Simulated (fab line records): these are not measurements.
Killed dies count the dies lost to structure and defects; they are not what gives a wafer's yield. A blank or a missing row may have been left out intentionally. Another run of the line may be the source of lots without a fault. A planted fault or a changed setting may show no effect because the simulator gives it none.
Which tool did it? | flow nandHarc | 42 wafers from 14 lots sampled at 4 of the route's 1302 steps

== WHAT EACH GAUGE READ, for each wafer ==
NHARC_P_M2_CD_MEAS_09 targets a cd of 170 nm.
lot  | measured     | on       | cdNm (nm)
L224 | day 6 10:13  | cdSem-01 | 169.4 170.2 169.9
L226 | day 7 05:49  | cdSem-02 | 169.1 168.9 169.1
L229 | day 8 08:49  | cdSem-02 | 170.3 169.6 169.8
L230 | day 8 20:47  | cdSem-01 | 169.8 170.3 169.1
L231 | day 9 12:50  | cdSem-02 | 169.1 169.3 169.8
L232 | day 9 18:35  | cdSem-02 | 169.6 170.0 169.1
L233 | day 10 17:03 | cdSem-01 | 168.6 170.1 169.6
L235 | day 10 23:16 | cdSem-01 | 169.6 169.0 169.1
L234 | day 11 01:20 | cdSem-01 | 170.2 170.8 169.9
L238 | day 12 08:48 | cdSem-01 | 170.1 169.8 169.9
L237 | day 12 09:44 | cdSem-01 | 170.2 169.5 169.4
L239 | day 12 13:38 | cdSem-01 | 142.1 141.8 141.8
L242 | day 13 19:02 | cdSem-03 | 149.2 148.7 148.2
L247 | day 15 20:16 | cdSem-01 | 170.0 169.7 169.8

== EACH LOT AND THE TOOL THAT RAN IT (in order: tool; ch and the chambers of the sampled wafers; start) ==
lot  | NHARC_P_M1_ETCH_35                | NHARC_P_M1_PVD_21                      | NHARC_P_M2_EXPOSE_06
L224 | rieDiel-11 ch 0,1, day 6 06:21    | pvdSputter-03, day 6 10:05 or earlier  | arfiScanner-02 ch 0, day 6 10:05
L226 | rieDiel-11 ch 0,1, day 7 01:58    | pvdSputter-03, day 7 05:41 or earlier  | arfiScanner-01 ch 0, day 7 05:41
L229 | rieDiel-11 ch 2,3, day 8 04:54    | pvdSputter-02, day 8 08:40 or earlier  | arfiScanner-02 ch 0, day 8 08:40
L230 | rieDiel-11 ch 0,1,3, day 8 16:54  | pvdSputter-01, day 8 20:39 or earlier  | arfiScanner-01 ch 0, day 8 20:39
L231 | rieDiel-13 ch 0,2, day 9 08:57    | pvdSputter-02, day 9 12:41 or earlier  | arfiScanner-02 ch 0, day 9 12:41
L232 | rieDiel-13 ch 2,3, day 9 14:40    | pvdSputter-01, day 9 18:27 or earlier  | arfiScanner-03 ch 0, day 9 18:27
L233 | rieDiel-13 ch 1,3, day 10 13:07   | pvdSputter-03, day 10 16:55 or earlier | arfiScanner-02 ch 0, day 10 16:55
L235 | rieDiel-13 ch 0,1,2, day 10 19:31 | pvdSputter-01, day 10 23:07 or earlier | arfiScanner-02 ch 0, day 10 23:07
L234 | rieDiel-13 ch 1,2,3, day 10 21:28 | pvdSputter-03, day 11 01:11 or earlier | arfiScanner-01 ch 0, day 11 01:11
L238 | rieDiel-11 ch 2,3, day 12 04:22   | pvdSputter-01, day 12 08:40 or earlier | arfiScanner-01 ch 0, day 12 08:40
L237 | rieDiel-13 ch 1,2,3, day 12 05:50 | pvdSputter-01, day 12 09:36 or earlier | arfiScanner-01 ch 0, day 12 09:36
L239 | rieDiel-11 ch 1,2, day 12 09:52   | pvdSputter-01, day 12 13:29 or earlier | arfiScanner-01 ch 0, day 12 13:29
L242 | rieDiel-11 ch 0,1,3, day 13 15:10 | pvdSputter-02, day 13 18:54 or earlier | arfiScanner-01 ch 0, day 13 18:54
L247 | rieDiel-13 ch 0,3, day 15 16:26   | pvdSputter-02, day 15 20:07 or earlier | arfiScanner-02 ch 0, day 15 20:07
- NHARC_P_M1_ETCH_35: etches the open film in N2/H2, target depth 40 nm, overetch 12 nm, time 43.94 s.
- NHARC_P_M1_PVD_21: deposits Cu, target thk 30 nm, time 20.49 s.
- NHARC_P_M2_EXPOSE_06: exposes mask P M2, target cd 170 nm.

== WHAT THE TOOLS THEMSELVES READ (means of the sampled wafers that have a number; where no wafer has one, the mark that the record gives instead) ==
NHARC_P_M1_ETCH_35.
lot  | tool       | chamberPressureMTorr (mTorr) | drypumpMotorCurrentA (A) | oesProductAu (a.u.) | rfVppV (V) | showerheadPlenumPTorr (Torr) | throttleValvePct (%)
L224 | rieDiel-11 | 30.001                       | 5.5                      | 1.012               | 429.4      | 1.97                         | 14.173
L226 | rieDiel-11 | 29.977                       | 5.5                      | 1.008               | 429.2      | 1.97                         | 14.163
L229 | rieDiel-11 | 29.991                       | 5.9                      | 0.990               | 430.1      | 2.01                         | 14.179
L230 | rieDiel-11 | 29.986                       | 5.8                      | 1.000               | 429.3      | 1.99                         | 14.178
L231 | rieDiel-13 | 30.006                       | 5.4                      | 1.002               | 428.3      | 1.95                         | 14.176
L232 | rieDiel-13 | 29.963                       | 6.0                      | 0.995               | 432.3      | 2.08                         | 14.172
L233 | rieDiel-13 | 29.982                       | 6.3                      | 1.002               | 432.6      | 2.11                         | 14.177
L235 | rieDiel-13 | 29.989                       | 5.8                      | 1.002               | 429.3      | 1.98                         | 14.165
L234 | rieDiel-13 | 30.009                       | 6.0                      | 1.005               | 430.4      | 2.05                         | 14.169
L238 | rieDiel-11 | 29.990                       | 5.3                      | 0.999               | 430.7      | 2.03                         | 14.168
L237 | rieDiel-13 | 29.984                       | 6.1                      | 1.002               | 431.2      | 2.05                         | 14.168
L239 | rieDiel-11 | 30.018                       | 5.3                      | 1.007               | 428.7      | 1.95                         | 14.175
L242 | rieDiel-11 | 29.985                       | 5.8                      | 1.011               | 429.7      | 1.99                         | 14.177
L247 | rieDiel-13 | 30.017                       | 5.7                      | 1.013               | 430.4      | 2.04                         | 14.166

NHARC_P_M1_PVD_21.
lot  | tool          | throttleValvePct (%)
L224 | pvdSputter-03 | 29.9
L226 | pvdSputter-03 | 29.8
L229 | pvdSputter-02 | 31.1
L230 | pvdSputter-01 | 30.3
L231 | pvdSputter-02 | 31.0
L232 | pvdSputter-01 | 30.3
L233 | pvdSputter-03 | 29.2
L235 | pvdSputter-01 | 30.2
L234 | pvdSputter-03 | 30.1
L238 | pvdSputter-01 | 30.2
L237 | pvdSputter-01 | 30.2
L239 | pvdSputter-01 | 29.9
L242 | pvdSputter-02 | 30.8
L247 | pvdSputter-02 | 31.0

NHARC_P_M2_EXPOSE_06.
lot  | tool           | exposureDoseMJCm2 | reticleTempC (C) | stageVelMmS (mm/s)
L224 | arfiScanner-02 | 80.75             | 22.97            | 500.08
L226 | arfiScanner-01 | 80.71             | 22.91            | 500.24
L229 | arfiScanner-02 | 80.68             | 23.03            | 499.91
L230 | arfiScanner-01 | 80.68             | 23.04            | 499.81
L231 | arfiScanner-02 | 80.57             | 23.07            | 500.09
L232 | arfiScanner-03 | 80.78             | 23.29            | 500.06
L233 | arfiScanner-02 | 80.64             | 23.21            | 500.22
L235 | arfiScanner-02 | 80.61             | 23.01            | 500.06
L234 | arfiScanner-01 | 80.77             | 22.96            | 500.08
L238 | arfiScanner-01 | 80.73             | 22.97            | 499.84
L237 | arfiScanner-01 | 80.82             | 22.95            | 499.96
L239 | arfiScanner-01 | 50.26             | 23.02            | 499.82
L242 | arfiScanner-01 | 56.45             | 23.00            | 500.04
L247 | arfiScanner-02 | 80.55             | 22.98            | 499.76

== THE ANSWER, worked out from the rows above alone ==
Rule: the lots themselves supply what counts as usual. The widest of any qualifying gaps counts: lots, ordered by their means at a reading, are off when they make up no more than a third of the lots, leave a main group of 4 or more, and stand apart from it by 3 or more times the standard deviation of that group's means. A main group is skipped when, at the precision printed for the reading in the tables above, its means are all equal. A lot without any number at a reading at which 4 lots or more have one is off too. All remaining lots with rows at the step are treated as sound. Order of review: gauges by route order, followed by the tools' own readings, for which a lot's mean as printed above is used. At the first step where some lot is off, the reading lying furthest off is the one used; lots without a number count as furthest.
Off: L239, L242, at NHARC_P_M2_CD_MEAS_09 (cdNm). Main group: mean 169.7 nm, sd 0.33.
A tool fits if, at a process step before that reading, it ran every lot that is off, and no sound lot after the first of them. The gauges at NHARC_P_M2_CD_MEAS_09 aren't tried: what is off there is off at NHARC_P_M2_EXPOSE_06 too, on other tools, and a gauge's error can't cause that. Because NHARC_P_M1_PVD_21 lacks a start for some lots, the hours and order of its lots are taken from NHARC_P_M2_EXPOSE_06. 2 tools fit, rieDiel-11 at NHARC_P_M1_ETCH_35 and arfiScanner-01 at NHARC_P_M2_EXPOSE_06, so this cannot tell which one it is.

== WHAT THE SIMULATOR HAD INSERTED ==
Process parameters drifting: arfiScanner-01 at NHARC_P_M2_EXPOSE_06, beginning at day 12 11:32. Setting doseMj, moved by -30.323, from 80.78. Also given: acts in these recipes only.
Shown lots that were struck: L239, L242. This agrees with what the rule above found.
